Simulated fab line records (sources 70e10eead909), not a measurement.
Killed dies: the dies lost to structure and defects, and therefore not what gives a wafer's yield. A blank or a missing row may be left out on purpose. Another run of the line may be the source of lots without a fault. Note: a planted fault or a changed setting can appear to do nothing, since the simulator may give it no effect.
fab line records ; flow nand-harc
record: lots: 7; wafers: 21; last-day: 32
route steps=1302 shown A_M0@1148
lots with no fault: from the same line, run without faults
start-h: hours from the record's first day to the start of the lot's first wafer shown ; wait-h: hours from the lot's prior step to this one ; " same as the row above ; L1.1+2: several wafers, shown together as one row ; - no value, or no start was given ; * or withheld: withheld ; < > ~ a bound
route shown NAME@n: names a module that has steps shown in the file, with the first one's number in the route ; usual: average and standard deviation across the fault-free wafers ; same: alike in all rows ; chamber/n: place in a boat ; sites: the reading at each site ; _std_site: standard deviation across them ; _edge_site: mean of outer sites minus mean of inner sites ; radius-mm: how far each site lies from the wafer's centre ; mask NAME#n: copy n ; behind: the most recent tool/chamber to have shaped the wafer ; hold: cause of the lot's hold/its duration in hours/its outcome ; device: the transistor (n, p or np) that didn't switch ; end of line: the same wafers' tests at the end of the route ; step lacking rows: just its recipe ; killed: the dies lost at the first sort to structure and to defects; this is not the yield of the wafer ; map: shows each die of a wafer: x if killed, . if not, _ if none is there
set.NAME: the setting as run; set.NAME@STEP: as run at that earlier step ; model.NAME: the simulator's own value behind a step, which no gauge read
lots at some steps of the route; a table a step, a row a wafer
services: a tool's chamber out of use, with start hour (start-h, from the record's first day; less than 0 if before it), hours out, and reason
== steps ==
step: NHARC_A_M0_OVL_MEAS_10
recipe: pitch-nm: 160
usual: overlay-x-nm: -0.1/0.97; overlay-y-nm: 0.0/0.86
lot.wafer;tool;chamber;start-h;wait-h;overlay-x-nm;overlay-y-nm
L266.3;overlay-01;-;608.48;-;-0.7;-1.0
L266.4;overlay-01;-;608.48;-;-0.6;-0.6
L266.6;overlay-01;-;608.48;-;-0.6;-1.3
L268.2;overlay-01;-;644.45;-;-1.7;-0.7
L268.4;overlay-01;-;644.45;-;-1.3;-0.3
L268.5;overlay-01;-;644.45;-;-1.7;-0.6
L269.2;overlay-02;-;645.79;-;-1.1;0.4
L269.3;overlay-02;-;645.79;-;-1.4;0.3
L269.5;overlay-02;-;645.79;-;-1.6;-0.3
L270.1;overlay-02;-;655.17;-;-0.3;-1.6
L270.3;overlay-02;-;655.17;-;0.2;-2.3
L270.5;overlay-02;-;655.17;-;-0.3;-2.5
L277.2;overlay-02;-;705.65;-;1.2;-0.4
L277.3;overlay-02;-;705.65;-;0.6;-0.5
L277.5;overlay-02;-;705.65;-;1.6;-0.4
L278.1;overlay-02;-;726.68;-;0.0;0.1
L278.4;overlay-02;-;726.68;-;-0.2;0.3
L278.6;overlay-02;-;726.68;-;0.2;0.1
L279.2;overlay-02;-;730.55;-;1.9;-1.0
L279.4;overlay-02;-;730.55;-;1.6;-1.2
L279.5;overlay-02;-;730.55;-;1.8;-1.5
step: NHARC_A_M0_INSPECT_11
usual: raw-defect-count: 74/37
lot.wafer;tool;chamber;start-h;wait-h;raw-defect-count
L266.3;defect-inspect-01;-;608.52;0.0;51
L266.4;defect-inspect-01;-;608.52;0.0;64
L266.6;defect-inspect-01;-;608.52;0.0;75
L268.2;defect-inspect-02;-;644.49;0.0;73
L268.4;defect-inspect-02;-;644.49;0.0;79
L268.5;defect-inspect-02;-;644.49;0.0;72
L269.2;defect-inspect-02;-;645.83;0.0;21
L269.3;defect-inspect-02;-;645.83;0.0;16
L269.5;defect-inspect-02;-;645.83;0.0;14
L270.1;defect-inspect-02;-;655.21;0.0;49
L270.3;defect-inspect-02;-;655.21;0.0;50
L270.5;defect-inspect-02;-;655.21;0.0;62
L277.2;defect-inspect-02;-;705.69;0.0;160
L277.3;defect-inspect-02;-;705.69;0.0;157
L277.5;defect-inspect-02;-;705.69;0.0;147
L278.1;defect-inspect-01;-;726.71;0.0;34
L278.4;defect-inspect-01;-;726.71;0.0;49
L278.6;defect-inspect-01;-;726.71;0.0;40
L279.2;defect-inspect-02;-;730.58;0.0;119
L279.4;defect-inspect-02;-;730.58;0.0;99
L279.5;defect-inspect-02;-;730.58;0.0;103
step: NHARC_A_M0_DESCUM_14
recipe: time-s: 3; o2-flow-sccm: 200; ar-flow-sccm: 0; bias-power-w: 0; chemistry: O2
usual: chamber-pressure-mTorr: 60.00/0.048; drypump-motor-current-A: 5.7/0.47; o2-flow-sccm: 200.0/0.64; oes-product-au: 0.998/0.0089; rf-vpp-V: 57.8/0.75; showerhead-plenum-p-Torr: 1.92/0.062; throttle-valve-pct: 11.312/0.0095
lot.wafer;tool;chamber;start-h;wait-h;chamber-pressure-mTorr;drypump-motor-current-A;o2-flow-sccm;oes-product-au;rf-hours-counter-h;rf-vpp-V;showerhead-plenum-p-Torr;throttle-valve-pct
L266.3;rie-diel-05;1;608.58;0.1;60.09;6.5;198.8;1.012;0.9;57.3;1.79;11.318
L266.4;rie-diel-05;0;608.58;0.1;60.06;5.0;200.1;0.979;1.3;57.5;1.93;11.314
L266.6;rie-diel-05;2;608.58;0.1;60.00;5.3;200.4;0.996;-;57.8;1.85;11.307
L268.4;rie-diel-05;0;644.55;0.1;60.00;5.0;200.5;0.984;2.7;58.7;1.93;11.323
L268.2;rie-diel-05;1;644.55;0.1;59.93;6.5;200.4;1.014;2.6;58.2;1.79;11.326
L268.5;rie-diel-05;3;644.55;0.1;60.05;5.7;200.1;0.996;-;58.8;1.91;11.297
L269.2;rie-diel-11;1;645.91;0.1;59.94;6.0;200.6;1.006;1.6;57.8;2.01;11.307
L269.3;rie-diel-11;2;645.91;0.1;60.02;5.6;200.1;0.998;1.5;57.9;1.94;11.320
L269.5;rie-diel-11;0;645.91;0.1;60.01;6.2;201.2;1.017;-;57.8;1.98;11.328
L270.1;rie-diel-05;1;655.28;0.1;60.00;6.5;200.2;0.995;3.2;56.7;1.79;11.324
L270.3;rie-diel-05;3;655.28;0.1;59.93;5.7;200.0;0.985;2.9;57.6;1.91;11.299
L270.5;rie-diel-05;1;655.28;0.1;59.95;6.4;200.6;1.001;-;58.5;1.79;11.320
L277.3;rie-diel-09;3;705.75;0.1;59.98;5.8;200.9;0.992;0.4;58.3;1.89;11.326
L277.2;rie-diel-09;0;705.75;0.1;60.05;5.9;199.1;0.990;0.6;58.0;2.01;11.315
L277.5;rie-diel-09;0;705.75;0.1;59.99;5.9;200.0;1.000;-;56.9;2.01;11.308
L278.1;rie-diel-09;2;726.79;0.1;59.98;6.1;199.7;1.008;1.1;58.6;1.95;11.325
L278.4;rie-diel-09;3;726.79;0.1;59.90;5.8;201.4;0.991;1.4;57.3;1.89;11.305
L278.6;rie-diel-09;0;726.79;0.1;59.96;5.9;199.3;0.992;-;58.4;2.01;11.305
L279.4;rie-diel-09;2;730.64;0.1;60.05;6.1;199.6;0.998;1.2;58.3;1.95;11.303
L279.2;rie-diel-09;0;730.64;0.1;60.04;5.9;200.0;0.985;2.2;57.9;2.01;11.311
L279.5;rie-diel-09;2;730.64;0.1;59.99;6.1;200.2;1.005;-;57.6;1.95;11.308
step: NHARC_A_M0_ETCH_34
recipe: target-depth-a: 400; overetch-a: 120; time-s: 43.94; ion-energy-ev: 200; n2-flow-sccm: 150; h2-flow-sccm: 150; ar-flow-sccm: 0; rf-w: 400; bias-w: 150; chemistry: N2/H2
usual: chamber-pressure-mTorr: 30.001/0.027; drypump-motor-current-A: 5.7/0.49; oes-product-au: 1.000/0.01; rf-vpp-V: 430.5/2.1; showerhead-plenum-p-Torr: 2.04/0.071; throttle-valve-pct: 14.171/0.01
lot.wafer;tool;chamber;start-h;wait-h;chamber-pressure-mTorr;drypump-motor-current-A;oes-product-au;rf-hours-counter-h;rf-vpp-V;showerhead-plenum-p-Torr;throttle-valve-pct
L266.3;rie-diel-05;1;608.67;0.1;29.956;6.5;1.008;0.9;426.5;1.91;14.166
L266.4;rie-diel-05;2;608.67;0.1;30.030;5.3;0.995;0.8;429.0;1.97;14.164
L266.6;rie-diel-05;2;608.67;0.1;29.985;5.2;0.997;-;428.1;1.97;14.165
L268.4;rie-diel-05;3;644.63;0.1;29.991;5.7;0.976;2.4;430.7;2.03;14.173
L268.2;rie-diel-05;0;644.63;0.1;29.973;5.1;0.991;2.7;429.6;2.05;14.159
L268.5;rie-diel-05;0;644.63;0.1;29.988;5.0;0.983;-;431.7;2.05;14.180
L269.3;rie-diel-11;1;645.98;0.1;29.939;6.0;0.987;1.6;432.7;2.14;14.183
L269.2;rie-diel-11;2;645.98;0.1;29.999;5.6;0.992;1.5;431.4;2.07;14.176
L269.5;rie-diel-11;0;645.98;0.1;29.973;6.2;1.010;-;432.9;2.11;14.183
L270.3;rie-diel-05;0;655.35;0.1;30.046;5.0;0.982;3.3;430.4;2.05;14.184
L270.1;rie-diel-05;2;655.35;0.1;30.023;5.3;0.997;2.8;429.8;1.97;14.171
L270.5;rie-diel-05;0;655.35;0.1;29.988;5.0;0.987;-;430.8;2.05;14.173
L277.2;rie-diel-09;1;705.83;0.1;30.006;5.3;0.993;0.6;429.0;1.99;14.171
L277.3;rie-diel-09;0;705.83;0.1;30.054;5.9;0.996;0.6;433.5;2.14;14.179
L277.5;rie-diel-09;3;705.83;0.1;30.006;5.8;0.996;-;428.8;2.01;14.171
L278.1;rie-diel-09;1;726.86;0.1;30.004;5.3;0.990;2.0;427.2;1.99;14.168
L278.4;rie-diel-09;3;726.86;0.1;29.998;5.8;0.997;1.4;429.5;2.01;14.177
L278.6;rie-diel-09;1;726.86;0.1;29.997;5.3;0.993;-;429.9;1.99;14.164
L279.4;rie-diel-09;2;730.74;0.1;30.003;6.1;1.012;1.3;431.3;2.08;14.160
L279.2;rie-diel-09;0;730.74;0.1;30.003;6.0;1.001;2.2;432.4;2.14;14.166
L279.5;rie-diel-09;1;730.74;0.1;30.007;5.3;1.002;-;430.0;1.99;14.156
step: NHARC_A_M0_ETCH_15
recipe: target-depth-a: 1500; overetch-a: 150; time-s: 82.5; c4f8-flow-sccm: withheld; ar-flow-sccm: 400; rf-w: 600; bias-w: 300; chemistry: C4F8/Ar
step: NHARC_A_M0_CD_MEAS_16
usual: cd-nm: 79.6/0.85
lot.wafer;tool;chamber;start-h;wait-h;cd-nm
L266.3;cd-sem-02;-;608.89;-;80.9
L266.4;cd-sem-02;-;608.89;-;80.9
L266.6;cd-sem-02;-;608.89;-;79.4
L268.2;cd-sem-03;-;644.85;-;81.3
L268.4;cd-sem-03;-;644.85;-;79.7
L268.5;cd-sem-03;-;644.85;-;80.9
L269.2;cd-sem-01;-;646.25;-;79.4
L269.3;cd-sem-01;-;646.25;-;79.5
L269.5;cd-sem-01;-;646.25;-;78.3
L270.1;cd-sem-02;-;655.57;-;80.6
L270.3;cd-sem-02;-;655.57;-;80.1
L270.5;cd-sem-02;-;655.57;-;80.7
L277.2;cd-sem-03;-;706.08;-;80.1
L277.3;cd-sem-03;-;706.08;-;80.9
L277.5;cd-sem-03;-;706.08;-;81.2
L278.1;cd-sem-03;-;727.07;-;78.4
L278.4;cd-sem-03;-;727.07;-;79.1
L278.6;cd-sem-03;-;727.07;-;77.8
L279.2;cd-sem-01;-;730.95;-;79.2
L279.4;cd-sem-01;-;730.95;-;78.9
L279.5;cd-sem-01;-;730.95;-;78.5
step: NHARC_A_M0_STRIP_18
recipe: power-w: 1000; n2-flow-sccm: 150; h2-flow-sccm: 150; ar-flow-sccm: 0; bias-w: 0; chemistry: N2/H2
usual: chamber-pressure-mTorr: 30.002/0.026; drypump-motor-current-A: 5.6/0.5; oes-product-au: 0.998/0.01; rf-vpp-V: 90.7/0.81; showerhead-plenum-p-Torr: 2.04/0.069; throttle-valve-pct: 14.171/0.0086
lot.wafer;tool;chamber;start-h;wait-h;chamber-pressure-mTorr;drypump-motor-current-A;oes-product-au;rf-hours-counter-h;rf-vpp-V;showerhead-plenum-p-Torr;throttle-valve-pct
L266.3;rie-diel-09;2;608.99;0.1;30.009;6.1;0.992;6.8;91.3;2.09;14.179
L266.6;rie-diel-09;1;608.99;0.1;30.018;5.3;1.000;-;90.3;1.99;14.181
L266.4;rie-diel-09;2;608.99;0.1;30.003;6.1;1.000;-;89.7;2.08;14.174
L268.4;rie-diel-11;2;644.97;0.1;29.976;5.6;0.997;1.5;90.6;2.07;14.183
L268.2;rie-diel-11;3;644.97;0.1;30.027;4.7;0.988;2.4;90.7;1.98;14.177
L268.5;rie-diel-11;1;644.97;0.1;29.996;6.0;0.999;-;92.4;2.14;14.170
L269.2;rie-diel-05;0;646.36;0.1;30.016;5.0;0.992;2.8;91.3;2.05;14.175
L269.3;rie-diel-05;2;646.36;0.1;30.007;5.3;1.007;2.4;90.3;1.97;14.182
L269.5;rie-diel-05;3;646.36;0.1;29.952;5.7;0.990;-;92.1;2.03;14.161
L270.3;rie-diel-09;2;655.67;0.1;29.993;6.1;0.994;10.5;91.2;2.08;14.166
L270.1;rie-diel-09;3;655.67;0.1;30.040;5.8;1.015;6.7;91.1;2.01;14.166
L270.5;rie-diel-09;2;655.67;0.1;29.996;6.1;0.987;-;90.3;2.08;14.153
L277.2;rie-diel-05;3;706.16;0.1;29.991;5.7;0.984;6.3;89.9;2.03;14.165
L277.3;rie-diel-05;0;706.16;0.1;30.008;5.0;0.977;6.6;91.7;2.05;14.169
L277.5;rie-diel-05;2;706.16;0.1;30.010;5.2;0.996;-;89.5;1.97;14.164
L278.4;rie-diel-09;2;727.20;0.1;30.048;6.1;0.999;1.2;91.3;2.08;14.188
L278.1;rie-diel-09;3;727.20;0.1;30.002;5.9;1.007;1.5;90.5;2.01;14.172
L278.6;rie-diel-09;1;727.20;0.1;30.042;5.3;0.996;-;90.1;1.99;14.165
L279.4;rie-diel-11;3;731.02;0.1;30.002;4.8;0.985;5.7;90.7;1.98;14.164
L279.2;rie-diel-11;1;731.02;0.1;30.027;5.9;1.006;4.7;91.6;2.14;14.164
L279.5;rie-diel-11;0;731.02;0.1;30.011;6.2;1.012;-;90.8;2.11;14.152
step: NHARC_A_M0_STRIP_19
recipe: time-s: 600; temp-c: 30; chemistry: post-etch-residue-remover
step: NHARC_A_M0_DEGAS_28
recipe: temp-c: 250; time-s: 60
usual: heater-power-w: 329/30
lot.wafer;tool;chamber;start-h;wait-h;heater-power-w
L266.3;pvd-sputter-01;-;609.55;-;291
L266.4;pvd-sputter-01;-;609.55;-;341
L266.6;pvd-sputter-01;-;609.55;-;286
L268.4;pvd-sputter-03;-;645.47;-;300
L268.2;pvd-sputter-03;-;645.47;-;323
L268.5;pvd-sputter-03;-;645.47;-;292
L269.3;pvd-sputter-01;-;646.89;-;289
L269.2;pvd-sputter-01;-;646.89;-;326
L269.5;pvd-sputter-01;-;646.89;-;277
L270.3;pvd-sputter-01;-;656.19;-;289
L270.1;pvd-sputter-01;-;656.19;-;372
L270.5;pvd-sputter-01;-;656.19;-;286
L277.3;pvd-sputter-01;-;706.76;-;293
L277.2;pvd-sputter-01;-;706.76;-;365
L277.5;pvd-sputter-01;-;706.76;-;302
L278.1;pvd-sputter-03;-;727.70;-;300
L278.4;pvd-sputter-03;-;727.70;-;323
L278.6;pvd-sputter-03;-;727.70;-;296
L279.4;pvd-sputter-02;-;731.57;-;350
L279.2;pvd-sputter-02;-;731.57;-;380
L279.5;pvd-sputter-02;-;731.57;-;315
step: NHARC_A_M0_PRE_CLEAN_29
recipe: time-s: 30; temp-c: 280; gas: H2/He
usual: heater-power-w: 404/36
lot.wafer;tool;chamber;start-h;wait-h;heater-power-w
L266.3;pvd-sputter-01;-;-;-;355
L266.4;pvd-sputter-01;-;-;-;350
L266.6;pvd-sputter-01;-;-;-;399
L268.4;pvd-sputter-03;-;-;-;403
L268.2;pvd-sputter-03;-;-;-;443
L268.5;pvd-sputter-03;-;-;-;410
L269.2;pvd-sputter-01;-;-;-;358
L269.3;pvd-sputter-01;-;-;-;455
L269.5;pvd-sputter-01;-;-;-;414
L270.1;pvd-sputter-01;-;-;-;362
L270.3;pvd-sputter-01;-;-;-;452
L270.5;pvd-sputter-01;-;-;-;407
L277.2;pvd-sputter-01;-;-;-;358
L277.3;pvd-sputter-01;-;-;-;446
L277.5;pvd-sputter-01;-;-;-;467
L278.4;pvd-sputter-03;-;-;-;396
L278.1;pvd-sputter-03;-;-;-;412
L278.6;pvd-sputter-03;-;-;-;451
L279.4;pvd-sputter-02;-;-;-;388
L279.2;pvd-sputter-02;-;-;-;442
L279.5;pvd-sputter-02;-;-;-;373
step: NHARC_A_M0_PVD_20
recipe: target-thk-a: 50; bias-v: 168.6; power-w: 15000; chamber-pressure-pa: 0.12; time-s: 8.06; substrate-temp-c: 50; material: TaN
step: NHARC_A_M0_PVD_21
recipe: target-thk-a: 300; chamber-pressure-pa: 5; power-w: 5000; substrate-temp-c: 30; time-s: 20.49; material: Cu
step: NHARC_A_M0_ECD_22
recipe: target-thk-a: 4000; bath-temp-c: 25; material: Cu
lot.wafer;tool;chamber;start-h;wait-h
L266.3+4+6;ecd-cu-02;1,0,1;610.01;-
L268.2+4+5;ecd-cu-01;0,0,1;645.88;-
L269.2+3+5;ecd-cu-01;1,0,0;647.24;-
L270.1+3+5;ecd-cu-01;0,1,1;656.60;-
L277.2+3+5;ecd-cu-02;1,0,0;707.12;-
L278.1+4+6;ecd-cu-01;0;728.05;-
L279.2+4+5;ecd-cu-02;0,0,1;731.97;-
step: NHARC_A_M0_ANNEAL_30
recipe: temp-c: 225; time-s: 90
step: NHARC_A_M0_CMP_23
recipe: t-overpolish-s: 20; target-thk-nm: 113.75
usual: motor-current-A: 12.2/1.2; slurry-filter-dp-kPa: 13.49/0.13; time-to-endpoint-s: 27.5/2.7
lot.wafer;tool;chamber;start-h;wait-h;motor-current-A;slurry-filter-dp-kPa;time-to-endpoint-s
L266.4;cmp-01;1;610.62;-;10.8;13.45;29.3
L266.3;cmp-01;0;610.62;-;13.3;13.57;30.5
L266.6;cmp-01;2;610.62;-;13.7;13.44;28.5
L268.4;cmp-03;2;646.55;-;15.2;13.28;23.0
L268.2;cmp-03;1;646.55;-;11.3;13.49;23.5
L268.5;cmp-03;3;646.55;-;11.4;13.48;6.8
L269.3;cmp-01;2;647.99;-;13.4;13.44;26.4
L269.2;cmp-01;0;647.99;-;12.6;13.43;28.8
L269.5;cmp-01;2;647.99;-;13.6;13.52;9.7
L270.1;cmp-03;0;657.30;-;12.4;13.61;8.2
L270.3;cmp-03;2;657.30;-;14.8;13.43;27.2
L270.5;cmp-03;3;657.30;-;11.7;13.56;12.8
L277.2;cmp-01;0;707.84;-;12.8;13.36;28.1
L277.3;cmp-01;3;707.84;-;12.0;13.15;29.5
L277.5;cmp-01;1;707.84;-;11.4;13.63;28.1
L278.4;cmp-02;2;728.78;-;12.8;13.51;32.6
L278.1;cmp-02;3;728.78;-;11.2;13.65;32.9
L278.6;cmp-02;2;728.78;-;12.1;13.53;31.1
L279.4;cmp-02;0;732.67;-;10.3;13.49;28.7
L279.2;cmp-02;2;732.67;-;13.7;13.40;33.9
L279.5;cmp-02;0;732.67;-;10.8;13.61;28.2
step: NHARC_A_M0_THK_MEAS_24
recipe: thk-meas-gauge: xrf
usual: thk-nm: 113.4/1.3
lot.wafer;tool;chamber;start-h;wait-h;thk-nm
L266.3;film-metro-01;-;610.94;-;115.1
L266.4;film-metro-01;-;610.94;-;111.3
L266.6;film-metro-01;-;610.94;-;113.4
L268.2;film-metro-02;-;646.86;-;113.0
L268.4;film-metro-02;-;646.86;-;112.5
L268.5;film-metro-02;-;646.86;-;111.1
L269.2;film-metro-02;-;648.27;-;112.4
L269.3;film-metro-02;-;648.27;-;112.7
L269.5;film-metro-02;-;648.27;-;113.8
L270.1;film-metro-02;-;657.58;-;113.2
L270.3;film-metro-02;-;657.58;-;113.8
L270.5;film-metro-02;-;657.58;-;114.6
L277.2;film-metro-02;-;708.16;-;112.7
L277.3;film-metro-02;-;708.16;-;115.2
L277.5;film-metro-02;-;708.16;-;113.1
L278.1;film-metro-01;-;729.09;-;114.4
L278.4;film-metro-01;-;729.09;-;113.9
L278.6;film-metro-01;-;729.09;-;115.4
L279.2;film-metro-02;-;732.95;-;113.9
L279.4;film-metro-02;-;732.95;-;114.3
L279.5;film-metro-02;-;732.95;-;113.6
== services ==
tool;chamber;start-h;hours;kind
cmp-03;-;587.84;7.6;repair
cmp-02;-;589.55;1.6;repair
ecd-cu-02;-;596.00;8.0;pm
cmp-01;-;597.02;3.1;repair
pvd-sputter-01;-;597.35;10.0;pm
rie-diel-09;3;607.23;8.0;repair
rie-diel-11;-;609.75;9.0;pm
ecd-cu-01;-;621.14;1.8;repair
rie-diel-09;1;622.14;5.5;repair
rie-diel-05;-;631.67;1.0;repair
pvd-sputter-02;-;638.00;10.0;pm
ecd-cu-02;-;649.09;2.2;repair
cmp-03;-;652.12;4.0;pm
pvd-sputter-02;-;653.27;3.6;repair
rie-diel-11;0;664.13;10.0;repair
cmp-02;-;672.89;4.0;pm
rie-diel-09;-;674.10;9.0;pm
cmp-01;-;677.45;4.0;pm
ecd-cu-01;-;688.37;8.0;pm
rie-diel-05;1;696.34;12.7;repair
pvd-sputter-03;-;704.04;10.0;pm
rie-diel-09;2;705.82;6.6;repair
rie-diel-11;3;713.66;2.1;repair
rie-diel-05;0;715.05;33.4;repair
== key ==
first-sign: step: NHARC_A_M0_CMP_23; reading: time-to-endpoint-s; direction: down; sigmas: 6.7; usual: *; struck: *
effect none on later readings
met-at NHARC_A_M0_ECD_22
struck-wafers L268.5,L269.5,L270.1,L270.5
sort-left-out L268.5,L269.5,L270.1,L270.5
fault: kind: process-parameter-drift; tool: ecd-cu-01; chamber: -; onset-h: 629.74; steps: NHARC_A_M0_ECD_22; channel: target-thk-a; offset: *; shape: step; end-h: 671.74; scope: struck-wafers-only; acts-in: *; stated: *
sort-left-out: the simulated sort isn't trusted on such a fault, so these wafers' sort isn't shown, and their yield isn't known
